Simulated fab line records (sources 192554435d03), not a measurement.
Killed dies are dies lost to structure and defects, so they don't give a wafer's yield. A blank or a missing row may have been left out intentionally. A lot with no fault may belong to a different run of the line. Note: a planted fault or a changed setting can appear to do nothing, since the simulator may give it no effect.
Chamber matching    flow n5 finfet    3 sister chambers for N5_BEOL_M9_PECVD_70 on pecvd-02
The step deposits SiO2 from TEOS/O2, target thk 20 nm, time 22.7 s. 3 wafers are shown with their chamber, then 7 later ones without.

WAFERS, EACH WITH ITS CHAMBER
wafer   chamber  throttle valve pct (%)
L088.5  2        20.0
L091.2  0        23.9
L091.3  1        24.1

WAFERS WITH NO CHAMBER GIVEN
wafer   throttle valve pct (%)
L091.4  20.0
L095.1  23.7
L095.2  24.0
L095.3  20.0
L095.4  23.7
L095.5  20.5
L095.6  24.1

CHAMBER TAKEN BY EACH
wafer   from the rows above      in truth
L091.4  2                        2
L095.1  can't be placed: 0 or 1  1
L095.2  can't be placed: 0 or 1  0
L095.3  2                        2
L095.4  can't be placed: 0 or 1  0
L095.5  2                        2
L095.6  can't be placed: 1 or 0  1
Correctly placed: 3 of 7. From these rows, 4 cannot be placed; in 4 the true chamber is one of the candidates. 0 placed wrongly.
How it was worked out, from the rows above alone: a wafer's distance from a chamber is the root of the sum, over the readings, of the square of ((its reading less the chamber's mean) divided by the reading's scatter). If the next closest chamber is less than 2 further off than the closest, the wafer can't be placed; otherwise it belongs to the closest. The mean given for a chamber averages the wafers shown for that chamber. The scatter (one wafer shown for each chamber): square how far every hidden wafer sits from the nearest shown wafer, average those squares and take the square root.
